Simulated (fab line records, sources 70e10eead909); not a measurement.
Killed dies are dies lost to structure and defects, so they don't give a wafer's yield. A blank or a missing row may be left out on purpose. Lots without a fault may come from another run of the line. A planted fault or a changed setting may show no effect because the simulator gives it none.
Chamber matching | flow nand_harc | NHARC_A_SGD_CUT_ETCH_58 on rie_diel-03: 4 sister chambers
The step etches the open film in CF4, target depth 39 nm, time 65 s. 8 wafers are shown with their chamber, then 8 later ones without.

WAFERS WITH THEIR CHAMBER
wafer  | chamber | showerhead_plenum_p_Torr (Torr) | drypump_motor_current_A (A)
L079.5 | 2       | 1.71                            | 5.6
L077.6 | 3       | 1.81                            | 6.4
L080.3 | 1       | 1.87                            | 5.4
L080.6 | 0       | 1.65                            | 5.4
L084.3 | 3       | 1.80                            | 6.4
L084.4 | 2       | 1.71                            | 5.5
L084.6 | 0       | 1.65                            | 5.4
L086.4 | 1       | 1.87                            | 5.4

WAFERS WITHOUT THEIR CHAMBER
wafer  | showerhead_plenum_p_Torr (Torr) | drypump_motor_current_A (A)
L086.5 | 1.80                            | 6.4
L086.6 | 1.71                            | 5.5
L088.2 | 1.65                            | 5.4
L088.3 | 1.71                            | 5.6
L088.6 | 1.71                            | 5.5
L091.3 | 1.71                            | 5.6
L091.4 | 1.87                            | 5.4
L091.5 | 1.80                            | 6.4

WHICH CHAMBER EACH WENT THROUGH
wafer  | from the rows above | in truth
L086.5 | 3                   | 3
L086.6 | 2                   | 2
L088.2 | 0                   | 0
L088.3 | 2                   | 2
L088.6 | 2                   | 2
L091.3 | 2                   | 2
L091.4 | 1                   | 1
L091.5 | 3                   | 3
Placed correctly: 8 of 8. Can't be placed from these rows: 0. Placed wrongly: 0.
How it was worked out, from the rows above alone: a wafer's distance from a chamber is the root of the sum, over the readings, of the square of ((its reading less the chamber's mean) divided by the reading's scatter). The wafer belongs to the nearest chamber; if the next one is less than 2 further off, it can't be placed. A chamber's mean is the mean of its shown wafers. The scatter: the root of (the sum of the squares of (reading less its chamber's mean) over the shown wafers, divided by (wafers less chambers)).
